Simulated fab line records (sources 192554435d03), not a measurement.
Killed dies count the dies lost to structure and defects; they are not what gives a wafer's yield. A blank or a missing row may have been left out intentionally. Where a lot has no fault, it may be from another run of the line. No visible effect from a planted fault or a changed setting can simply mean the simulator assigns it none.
Chamber matching | flow n5Finfet | N5_ILD0_ALD_15 on aldSin-03 has 4 sister chambers
The step deposits SiNx, target thk 24 nm, pulse time 1 s, ald cycles 480. 7 wafers are shown with their chamber, then 7 later ones without.

== WAFERS, EACH WITH ITS CHAMBER ==
wafer  | chamber | heaterPowerW (W) | precursorPulseHeightRel
L541.1 | 0       | 756              | 1.019
L541.2 | 3       | 864              | 0.975
L541.3 | 1       | 997              | 1.028
L543.1 | 3       | 845              | 0.983
L543.6 | 2       | 945              | 1.002
L550.1 | 2       | 927              | 1.017
L550.3 | 0       | 746              | 1.007

== WAFERS WITHOUT THEIR CHAMBER ==
wafer  | heaterPowerW (W) | precursorPulseHeightRel
L550.6 | 841              | 1.012
L552.1 | 841              | 1.014
L552.2 | 952              | 1.002
L552.5 | 950              | 1.011
L556.2 | 870              | 1.013
L556.4 | 772              | 0.967
L556.6 | 849              | 1.012

== EACH ONE'S CHAMBER ==
wafer  | from the rows above     | in truth
L550.6 | 3                       | 3
L552.1 | 3                       | 3
L552.2 | 2                       | 2
L552.5 | 2                       | 2
L556.2 | can't be placed: 3 or 2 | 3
L556.4 | can't be placed: 0 or 3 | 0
L556.6 | 3                       | 3
Placed correctly: 5 of 7. Can't be placed from these rows: 2 (the true chamber is among the candidates in 2). Number placed wrongly: 0.
How it was worked out, from the rows above alone: a wafer's distance from a chamber is the root of the sum, over the readings, of the square of ((its reading less the chamber's mean) divided by the reading's scatter). If the next closest chamber is less than 2 further off than the closest, the wafer can't be placed; otherwise it belongs to the closest. The mean given for a chamber averages the wafers shown for that chamber. The scatter is the square root of a quotient: the sum, over the shown wafers, of each reading's squared deviation from its chamber's mean, divided by wafers minus chambers.
